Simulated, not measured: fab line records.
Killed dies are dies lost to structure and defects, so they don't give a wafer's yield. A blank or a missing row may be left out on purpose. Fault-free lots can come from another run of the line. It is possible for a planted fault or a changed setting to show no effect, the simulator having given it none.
Chamber matching || flow n5Finfet || N5_HKMG_FIN_ETCH_86 on rieDiel-02 has 4 sister chambers
The step etches SOC in N2/H2, stops on TiN, target depth 393.2 nm. 18 wafers are shown with their chamber, then 9 later ones without.

## WAFERS WITH THEIR CHAMBER
{"wafer": "L075.1", "chamber": 0, "drypumpMotorCurrentA (A)": 6.5, "showerheadPlenumPTorr (Torr)": 2.60, "throttleValvePct (%)": 18.16}
{"wafer": "L075.4", "chamber": 3, "drypumpMotorCurrentA (A)": 5.2, "showerheadPlenumPTorr (Torr)": 2.60, "throttleValvePct (%)": 18.07}
{"wafer": "L075.6", "chamber": 2, "drypumpMotorCurrentA (A)": 5.7, "showerheadPlenumPTorr (Torr)": 2.62, "throttleValvePct (%)": 18.12}
{"wafer": "L085.1", "chamber": 0, "drypumpMotorCurrentA (A)": 6.5, "showerheadPlenumPTorr (Torr)": 2.60, "throttleValvePct (%)": 17.68}
{"wafer": "L085.4", "chamber": 2, "drypumpMotorCurrentA (A)": 5.7, "showerheadPlenumPTorr (Torr)": 2.61, "throttleValvePct (%)": 18.17}
{"wafer": "L085.5", "chamber": 0, "drypumpMotorCurrentA (A)": 6.5, "showerheadPlenumPTorr (Torr)": 2.60, "throttleValvePct (%)": 17.67}
{"wafer": "L088.3", "chamber": 1, "drypumpMotorCurrentA (A)": 6.2, "showerheadPlenumPTorr (Torr)": 2.71, "throttleValvePct (%)": 17.51}
{"wafer": "L088.4", "chamber": 1, "drypumpMotorCurrentA (A)": 6.2, "showerheadPlenumPTorr (Torr)": 2.71, "throttleValvePct (%)": 17.49}
{"wafer": "L088.5", "chamber": 0, "drypumpMotorCurrentA (A)": 6.5, "showerheadPlenumPTorr (Torr)": 2.60, "throttleValvePct (%)": 17.69}
{"wafer": "L090.2", "chamber": 1, "drypumpMotorCurrentA (A)": 6.2, "showerheadPlenumPTorr (Torr)": 2.71, "throttleValvePct (%)": 17.51}
{"wafer": "L090.5", "chamber": 1, "drypumpMotorCurrentA (A)": 6.1, "showerheadPlenumPTorr (Torr)": 2.71, "throttleValvePct (%)": 17.51}
{"wafer": "L090.6", "chamber": 0, "drypumpMotorCurrentA (A)": 6.5, "showerheadPlenumPTorr (Torr)": 2.59, "throttleValvePct (%)": 17.70}
{"wafer": "L091.2", "chamber": 1, "drypumpMotorCurrentA (A)": 6.2, "showerheadPlenumPTorr (Torr)": 2.71, "throttleValvePct (%)": 17.51}
{"wafer": "L091.4", "chamber": 3, "drypumpMotorCurrentA (A)": 5.2, "showerheadPlenumPTorr (Torr)": 2.59, "throttleValvePct (%)": 17.66}
{"wafer": "L091.5", "chamber": 0, "drypumpMotorCurrentA (A)": 6.5, "showerheadPlenumPTorr (Torr)": 2.59, "throttleValvePct (%)": 17.70}
{"wafer": "L093.2", "chamber": 2, "drypumpMotorCurrentA (A)": 5.7, "showerheadPlenumPTorr (Torr)": 2.61, "throttleValvePct (%)": 17.78}
{"wafer": "L093.3", "chamber": 0, "drypumpMotorCurrentA (A)": 6.5, "showerheadPlenumPTorr (Torr)": 2.59, "throttleValvePct (%)": 17.71}
{"wafer": "L093.4", "chamber": 3, "drypumpMotorCurrentA (A)": 5.2, "showerheadPlenumPTorr (Torr)": 2.59, "throttleValvePct (%)": 17.66}

SIGNATURES, as means of the wafers listed above
{"reading": "drypumpMotorCurrentA", "chamber 0": 6.500, "chamber 1": 6.180, "chamber 2": 5.700, "chamber 3": 5.200, "scatter within a chamber": 0.0239}
{"reading": "showerheadPlenumPTorr", "chamber 0": 2.5957, "chamber 1": 2.7100, "chamber 2": 2.6133, "chamber 3": 2.5933, "scatter within a chamber": 0.00467}
{"reading": "throttleValvePct", "chamber 0": 17.7586, "chamber 1": 17.5060, "chamber 2": 18.0233, "chamber 3": 17.7967, "scatter within a chamber": 0.167}
Rule: for a wafer and a chamber, the distance is found by dividing, reading by reading, the gap between the wafer's reading and the chamber's mean by the reading's scatter, squaring, summing and taking the root. If the next closest chamber is less than 2 further off than the closest, the wafer can't be placed; otherwise it belongs to the closest. The scatter: take each reading less its chamber's mean, square it, sum over the shown wafers, divide by the number of wafers less the number of chambers, and take the root.

## WAFERS WHOSE CHAMBER IS MISSING
{"wafer": "L094.3", "drypumpMotorCurrentA (A)": 6.5, "showerheadPlenumPTorr (Torr)": 2.59, "throttleValvePct (%)": 17.73}
{"wafer": "L094.4", "drypumpMotorCurrentA (A)": 5.2, "showerheadPlenumPTorr (Torr)": 2.59, "throttleValvePct (%)": 17.67}
{"wafer": "L094.6", "drypumpMotorCurrentA (A)": 5.2, "showerheadPlenumPTorr (Torr)": 2.59, "throttleValvePct (%)": 17.67}
{"wafer": "L095.4", "drypumpMotorCurrentA (A)": 6.2, "showerheadPlenumPTorr (Torr)": 2.70, "throttleValvePct (%)": 17.54}
{"wafer": "L095.5", "drypumpMotorCurrentA (A)": 6.2, "showerheadPlenumPTorr (Torr)": 2.70, "throttleValvePct (%)": 17.55}
{"wafer": "L095.6", "drypumpMotorCurrentA (A)": 6.5, "showerheadPlenumPTorr (Torr)": 2.59, "throttleValvePct (%)": 17.74}
{"wafer": "L097.1", "drypumpMotorCurrentA (A)": 6.2, "showerheadPlenumPTorr (Torr)": 2.70, "throttleValvePct (%)": 17.55}
{"wafer": "L097.4", "drypumpMotorCurrentA (A)": 5.2, "showerheadPlenumPTorr (Torr)": 2.58, "throttleValvePct (%)": 17.71}
{"wafer": "L097.6", "drypumpMotorCurrentA (A)": 6.5, "showerheadPlenumPTorr (Torr)": 2.58, "throttleValvePct (%)": 17.75}

## WHICH CHAMBER EACH WENT THROUGH
{"wafer": "L094.3", "from the rows above": 0, "in truth": 0}
{"wafer": "L094.4", "from the rows above": 3, "in truth": 3}
{"wafer": "L094.6", "from the rows above": 3, "in truth": 3}
{"wafer": "L095.4", "from the rows above": 1, "in truth": 1}
{"wafer": "L095.5", "from the rows above": 1, "in truth": 1}
{"wafer": "L095.6", "from the rows above": 0, "in truth": 0}
{"wafer": "L097.1", "from the rows above": 1, "in truth": 1}
{"wafer": "L097.4", "from the rows above": 3, "in truth": 3}
{"wafer": "L097.6", "from the rows above": 0, "in truth": 0}
9 of 9 placed correctly. Number that these rows cannot place: 0. Number placed wrongly: 0.
